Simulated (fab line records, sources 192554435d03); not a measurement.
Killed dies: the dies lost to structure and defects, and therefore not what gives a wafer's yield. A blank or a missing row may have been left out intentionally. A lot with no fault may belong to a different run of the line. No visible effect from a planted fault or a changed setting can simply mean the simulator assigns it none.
A single fault, viewed from 2 desks ; flow n5_finfet ; only its own numbers are on each desk; what lay behind them is given at the end

THE METROLOGY DESK
What the gauges read, lot by lot, whatever tool the lot ran on: means of the sampled wafers that have a number. Marked OUT: a lot whose mean sits more than 4 standard deviations from the usual mean, which makes it out of limits; the brackets give that distance. Only the readings that lie furthest out on some lot appear, 7 of the 12 it has.
Columns: A = thk_nm at N5_STI_FIN_REVEAL_THK_MEAS_05, usual 132.1 nm; B = GATE_OVL at N5_DUMMY_GATE_OVL_MEAS_16, usual -0.1 nm; C = IOFF_N at N5_BEOL_M4_RC_MEAS_101, usual 0.16 nA/um; D = IOFF_P at N5_BEOL_M4_RC_MEAS_101, usual 0.21 nA/um; E = ION_N at N5_BEOL_M4_RC_MEAS_101, usual 677 uA/um; F = ION_P at N5_BEOL_M4_RC_MEAS_101, usual 464 uA/um; G = VT_P at N5_BEOL_M4_RC_MEAS_101, usual -251 mV
lot;first seen here;A;B;C;D;E;F;G
L188;day 2 09:18;132.6;-0.3;0.18;0.28;681;469;-244
L189;day 2 17:50;131.1;0.3;0.23;0.31;702;482;-245
L191;day 3 03:33;131.3;-0.9;0.19;0.30;689;482;-241
L196;day 4 08:58;130.8;0.3;0.16;0.22;675;461;-251
L197;day 4 16:12;132.1;0.1;0.16;0.24;681;471;-249
L204;day 6 08:56;134.3;-1.3;0.19;0.22;685;459;-252
L206;day 6 22:22;133.9;-0.2;0.14;0.17;665;447;-255
L207;day 7 04:55;131.8;1.0;0.17;0.23;680;465;-247
L208;day 7 10:43;132.6;-0.3;0.12;0.17;664;459;-254
L209;day 7 16:41;131.6;0.4;0.19;0.23;688;469;-251
This desk's verdict: no lot among the 10 shows anything out of limits.

DESK OF THE TOOL OWNER: litho_track-03
The tool's own readings at N5_DUMMY_GATE_COAT_28 (time 60 s, resist thk 10 nm): means of the sampled wafers that have a number, for each lot that ran on this tool. Marked OUT: a lot whose mean sits more than 4 standard deviations from the usual mean, which makes it out of limits; the brackets give that distance.
Columns: A = heater_power_total_W at N5_DUMMY_GATE_COAT_28, usual 391.9 W; B = plate_temp_C at N5_DUMMY_GATE_COAT_28, usual 204.99 C
lot;first seen here;A;B
L191;day 3 15:24;391.3;205.01
L196;day 4 22:32;374.7 (-13) OUT;197.63 (-49) OUT
L197;day 5 04:58;373.6 (-14) OUT;197.77 (-48) OUT
L209;day 8 04:59;391.2;204.89
This desk's finding: out of limits on L196, L197; first on L196, day 4 22:32 (heater_power_total_W at N5_DUMMY_GATE_COAT_28). Within limits: L191, L209.

ALL TOGETHER
An alarm could have come from the tool owner's desk at day 4 22:32, on L196, L197.
Nothing out of limits was seen by the metrology desk.
The metrology desk holds a record of L196, L197, inside its limits.
All the named lots went through N5_DUMMY_GATE_COAT_28 on litho_track-03.

WHAT THE SIMULATOR HAD PUT IN
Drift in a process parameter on litho_track-03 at N5_DUMMY_GATE_COAT_28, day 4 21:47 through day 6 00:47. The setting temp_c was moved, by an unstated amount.
Struck lots among those shown: L196, L197.
Delay in hours, fault start to first out-of-limits reading, by desk: the tool owner's desk at 1.
